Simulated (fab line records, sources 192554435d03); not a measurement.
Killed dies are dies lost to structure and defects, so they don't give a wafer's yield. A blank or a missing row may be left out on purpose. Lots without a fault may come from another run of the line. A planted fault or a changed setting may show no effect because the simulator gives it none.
Chamber matching | flow n5_finfet | N5_BEOL_M0_STRIP_140 on rie_diel-02: 4 sister chambers
The step strips in CF4. 18 wafers are shown with their chamber, then 9 later ones without.

WAFERS WITH THEIR CHAMBER
wafer  | chamber | showerhead_plenum_p_Torr (Torr) | drypump_motor_current_A (A) | throttle_valve_pct (%)
L075.3 | 2       | 1.92                            | 5.4                         | 13.1
L075.4 | 0       | 1.76                            | 5.7                         | 13.2
L075.6 | 1       | 1.85                            | 6.0                         | 13.7
L081.3 | 1       | 1.84                            | 6.0                         | 13.7
L081.4 | 2       | 1.92                            | 5.3                         | 13.1
L081.5 | 2       | 1.92                            | 5.3                         | 13.1
L086.2 | 2       | 1.91                            | 5.4                         | 13.2
L086.4 | 1       | 1.84                            | 6.0                         | 13.7
L086.5 | 0       | 1.75                            | 5.7                         | 13.2
L087.1 | 2       | 1.91                            | 5.3                         | 13.2
L087.4 | 3       | 1.80                            | 5.8                         | 13.4
L087.5 | 3       | 1.80                            | 5.8                         | 13.4
L089.1 | 3       | 1.80                            | 5.8                         | 13.4
L089.4 | 0       | 1.75                            | 5.7                         | 13.3
L089.6 | 0       | 1.75                            | 5.7                         | 13.2
L092.4 | 3       | 1.80                            | 5.7                         | 13.4
L092.5 | 2       | 1.91                            | 5.3                         | 13.2
L092.6 | 3       | 1.80                            | 5.8                         | 13.4

SIGNATURES (means of the wafers above)
reading                  | chamber 0 | chamber 1 | chamber 2 | chamber 3 | scatter within a chamber
showerhead_plenum_p_Torr | 1.7525    | 1.8433    | 1.9150    | 1.8000    | 0.00456
drypump_motor_current_A  | 5.700     | 6.000     | 5.333     | 5.780     | 0.039
throttle_valve_pct       | 13.225    | 13.700    | 13.150    | 13.400    | 0.0401
Rule: a wafer's distance from a chamber is the root of the sum, over the readings, of the square of ((its reading less the chamber's mean) divided by the reading's scatter). The wafer belongs to the nearest chamber; if the next one is less than 2 further off, it can't be placed. The scatter: the root of (the sum of the squares of (reading less its chamber's mean) over the shown wafers, divided by (wafers less chambers)).

WAFERS WITHOUT THEIR CHAMBER
wafer  | showerhead_plenum_p_Torr (Torr) | drypump_motor_current_A (A) | throttle_valve_pct (%)
L094.1 | 1.75                            | 5.7                         | 13.3
L094.4 | 1.79                            | 5.8                         | 13.4
L094.5 | 1.79                            | 5.8                         | 13.4
L095.1 | 1.91                            | 5.3                         | 13.2
L095.3 | 1.79                            | 5.8                         | 13.4
L095.4 | 1.75                            | 5.7                         | 13.3
L097.2 | 1.75                            | 5.7                         | 13.3
L097.3 | 1.91                            | 5.4                         | 13.2
L097.5 | 1.75                            | 5.7                         | 13.3

WHICH CHAMBER EACH WENT THROUGH
wafer  | from the rows above | in truth
L094.1 | 0                   | 0
L094.4 | 3                   | 3
L094.5 | 3                   | 3
L095.1 | 2                   | 2
L095.3 | 3                   | 3
L095.4 | 0                   | 0
L097.2 | 0                   | 0
L097.3 | 2                   | 2
L097.5 | 0                   | 0
Placed correctly: 9 of 9. Can't be placed from these rows: 0. Placed wrongly: 0.
